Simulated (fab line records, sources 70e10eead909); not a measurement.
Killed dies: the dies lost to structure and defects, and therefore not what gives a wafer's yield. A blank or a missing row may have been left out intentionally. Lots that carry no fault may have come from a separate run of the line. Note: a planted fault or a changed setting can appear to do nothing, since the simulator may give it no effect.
A struck lot beside a sound one -- flow nandHarc -- 15 out of 1302 route steps
Sound: the wafers L681.3, L681.4, L681.5. Struck: wafer L685.1 (left out: L685.4, L685.6 of the same lot, which were not struck); the cause appears at the end.
At each step with rows: each side's tool, then ch and its chambers, then its first start. Under that, the readings that differ: sound wafers -- struck wafers -- difference of the means -- sigmas: that difference in standard deviations of wafers without a fault.
alike: words and numbers the same on both sides, and readings whose means are apart by under 2 such deviations; not compared: readings that were withheld, readings missing a value for some wafer, numbers with overlapping values and no deviation given by the record, and bounds like >300 which may hide the same value.
The two part at a step that has a row with sigmas, a row that says differs or no value, or rows on one side only. Numbers that have no deviation but don't overlap get no sigmas and don't part them. A reading that every wafer of one side lacks parts them only if that side has two wafers or more.

first, 1 step without rows for these wafers: NHARC_A_CHANNEL_HOLE_D2_STRIP_43 (strips in O2/COS).
NHARC_A_CHANNEL_HOLE_D2_ETCH_44: etches the open film in CF4/O2, target depth 140 nm, overetch 14 nm, time 77 s.
  sound on rieDiel-12 ch 0,2, day 17 20:23; struck on rieDiel-12 ch 2, day 19 05:11
reading,sound,struck,difference,sigmas
oesProductAu (a.u.),0.998 0.998 1.005,1.018,+0.018,+2
throttleValvePct (%),13.392 13.404 13.408,13.380,-0.021,-2
  alike: drypumpMotorCurrentA, oes_f_703_au, rfVppV, showerheadPlenumPTorr
  not compared: rfHoursCounterH
then, 3 steps without rows for these wafers: NHARC_A_CHANNEL_HOLE_D2_STRIP_28 (strips in O2); NHARC_A_CHANNEL_HOLE_D2_PRECLEAN_29 (cleans in SC1); NHARC_A_CHANNEL_HOLE_D2_SRD_30.
NHARC_A_CHANNEL_HOLE_D2_CD_MEAS_31:
  sound: cdSem-03 at day 17 21:11; struck: cdSem-03 at day 19 05:58
  alike: cdNm
NHARC_A_CHANNEL_HOLE_D2_XSEM_32:
  sound on xsem-01 ch 0, day 17 21:16; struck on xsem-01 ch 0, day 19 06:04
reading,sound,struck,difference,sigmas
bowNm (nm),8.62 8.66 8.65,9.19,+0.55,+2
  alike: botCdNm, tiltDeg
NHARC_A_CHANNEL_HOLE_D2_INSPECT_40:
  sound: defectInspect-02 at day 17 21:22; struck: defectInspect-01 at day 19 06:09
  alike: rawDefectCount
then, 2 steps without rows for these wafers: NHARC_A_CHANNEL_FILL_D2_PRECLEAN_00 (cleans in SC1); NHARC_A_CHANNEL_FILL_D2_SRD_01.
NHARC_A_CHANNEL_FILL_D2_ALD_02: deposits SiO2, target thk 6 nm, pulse time 10 s, ald cycles 60.
  sound on aldHk-04 ch 1,2,3, day 17 22:34; struck on aldHk-03 ch 1, day 19 08:13
reading,sound,struck,difference,sigmas
heaterPowerW (W),489 501 553,441,-73,-2
  alike: precursorPulseHeightRel
  not compared: aldCycles, sinceWetCleanH
NHARC_A_CHANNEL_FILL_D2_ALD_03: deposits SiNx, target thk 6 nm, pulse time 60 s, ald cycles 58.
  sound on aldSinBatch-01 ch 0; struck on aldSinBatch-02 ch 0
  alike: precursorPulseHeightRel
  not compared: aldCycles
NHARC_A_CHANNEL_FILL_D2_ALD_14: deposits SiO2, target thk 2.5 nm, pulse time 10 s, ald cycles 25.
  sound on aldHk-01 ch 0,2,3, day 18 05:26; struck on aldHk-03 ch 3, day 19 16:26
reading,sound,struck,difference,sigmas
aldCycles,25 25 25,13,-12,
  alike: heaterPowerW, precursorPulseHeightRel
  not compared: sinceWetCleanH
NHARC_A_CHANNEL_FILL_D2_ALD_15: deposits SiNx, target thk 2 nm, pulse time 60 s, ald cycles 19.
  sound on aldSinBatch-02 ch 0, day 18 08:34; struck on aldSinBatch-02 ch 0
  alike: precursorPulseHeightRel
  not compared: aldCycles
following that, these wafers have no rows for 1 step: NHARC_END_SORT_01.

== WHERE THEY PART ==
First at NHARC_A_CHANNEL_HOLE_D2_ETCH_44; last, within this record, at NHARC_A_CHANNEL_FILL_D2_ALD_02. Later steps at which nothing parts them and some readings are alike: NHARC_A_CHANNEL_FILL_D2_ALD_03, NHARC_A_CHANNEL_FILL_D2_ALD_14, NHARC_A_CHANNEL_FILL_D2_ALD_15.

WHY: whatever the simulator had introduced
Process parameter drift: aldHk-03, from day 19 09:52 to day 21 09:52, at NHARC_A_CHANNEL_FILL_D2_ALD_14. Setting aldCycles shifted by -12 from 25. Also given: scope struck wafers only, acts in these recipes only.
